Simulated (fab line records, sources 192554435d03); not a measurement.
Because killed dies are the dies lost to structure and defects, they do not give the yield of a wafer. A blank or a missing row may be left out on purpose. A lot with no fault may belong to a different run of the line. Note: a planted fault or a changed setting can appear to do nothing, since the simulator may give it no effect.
A struck lot beside a sound one | flow n5 finfet | 16 out of 1938 route steps
Sound: these wafers, L282.1, L282.4, L282.6. Struck: wafer L285.6. (L285.1, L285.4 of the same lot were not struck and are left out.) The cause comes at the end.
Order at every step that has rows: each side's tool, ch and its chambers, its first start. Under that, the readings that differ: sound wafers | struck wafers | difference of the means | sigmas: that difference in standard deviations of wafers without a fault.
alike: a reading whose means differ by less than 2 such deviations, as well as words and numbers matching on both sides. not compared: withheld readings; readings where some wafer has no value; bounds like >300 that might hide an equal value; numbers whose values overlap and for which the record gives no deviation.
A row with sigmas, a row that says differs or no value, or rows on one side alone: a step with any of these is where the two part. Numbers that don't overlap but have no deviation are shown without sigmas and don't part them. Lack of a reading on every wafer of one side parts them only where that side has two or more wafers.

N5_BEOL_M3_DESCUM_33: chemistry O2, time 7 s.
  sound on rie diel-02 ch 0,1,3, day 8 10:51; struck on rie diel-01 ch 0, day 8 19:59
  alike: drypump motor current A, oes product au, rf vpp V, showerhead plenum p Torr, throttle valve pct
  not compared: rf hours counter h
then, 4 steps without rows for these wafers: N5_BEOL_M3_ETCH_77 (etches underlayer in N2/H2, target depth 6.5 nm, time 5.2 s); N5_BEOL_M3_ETCH_69 (etches SiARC in CF4, target depth 15.6 nm, time 26 s); N5_BEOL_M3_ALD_98 (deposits SiO2, target thk 2.5 nm, pulse time 1 s, co reactant pulse time 1 s); N5_BEOL_M3_ETCHBACK_99 (etches SiO2 in CHF3, target depth 5 nm, time 10.4 s).
N5_BEOL_M3_ETCH_70: etches SOC in N2/H2, target depth 80 nm, overetch 16 nm, time 120 s.
  sound on rie diel-01 ch 1,3, day 8 18:16; struck on rie diel-01 ch 0, day 9 15:18
  alike: drypump motor current A, h2 flow sccm, oes product au, rf vpp V, showerhead plenum p Torr, throttle valve pct
  not compared: rf hours counter h
then, 4 steps without rows for these wafers: N5_BEOL_M3_STRIP_71 (strips in N2/H2); N5_BEOL_M3_STRIP_78 (strips in N2/H2); N5_BEOL_M3_VIA_ETCH_34 (etches the open film in C4F6/O2, target depth 69.4 nm, time 65.9 s); N5_BEOL_M3_STRIP_83 (strips in C4F6/O2).
N5_BEOL_M3_STRIP_36: strips in N2/H2.
  sound on rie diel-01 ch 1,3, day 8 18:26; struck on rie diel-01 ch 0, day 9 15:32
  alike: drypump motor current A, h2 flow sccm, oes product au, rf vpp V, showerhead plenum p Torr, throttle valve pct
  not compared: rf hours counter h
N5_BEOL_M3_TRENCH_ETCH_37: etches SiOC in C4F6/O2, target depth 55.555 nm, time 29.2 s.
  sound on rie diel-01 ch 1,3; struck on rie diel-01 ch 0
  reading      | sound       | struck | difference | sigmas
  rf vpp V (V) | 640 639 673 | 686    | +35        | +3
  alike: drypump motor current A, oes product au, showerhead plenum p Torr, throttle valve pct
  not compared: rf hours counter h
N5_BEOL_M3_ETCH_41: etches SiCN in CH3F/O2, target depth 29.9 nm, time 52.5 s.
  sound on rie diel-01 ch 1,3, day 8 18:30; struck on rie diel-01 ch 0, day 9 15:38
  reading                  | sound             | struck | difference | sigmas
  model.etch.depth nm (nm) | 19.88 19.83 20.11 | 17.38  | -2.56      |
  alike: drypump motor current A, oes product au, rf vpp V, showerhead plenum p Torr, throttle valve pct
  not compared: rf hours counter h
N5_BEOL_M3_STRIP_97: strips in N2/H2, time 10 s.
  sound on rie diel-01 ch 1,3; struck on rie diel-01 ch 0
  alike: drypump motor current A, h2 flow sccm, oes product au, rf vpp V, showerhead plenum p Torr, throttle valve pct
  not compared: rf hours counter h
N5_BEOL_M4_RC_MEAS_101:
  sound on prober-01 ch 0, day 9 10:23; struck on prober-02 ch 0, day 10 20:44
  alike: DIBL_N, DIBL_P, IOFF_N, IOFF_P, ION_N, ION_P, SS_N, SS_P, VT_N, VT_P
then, 1 step without rows for these wafers: N5_PASSIVATION_PROBE_49.

== WHERE THEY PART ==
Only at N5_BEOL_M3_TRENCH_ETCH_37, as far as this record shows. Later steps at which nothing parts them and some readings are alike: N5_BEOL_M3_ETCH_41, N5_BEOL_M3_STRIP_97, N5_BEOL_M4_RC_MEAS_101.

WHY: what had been put in by the simulator
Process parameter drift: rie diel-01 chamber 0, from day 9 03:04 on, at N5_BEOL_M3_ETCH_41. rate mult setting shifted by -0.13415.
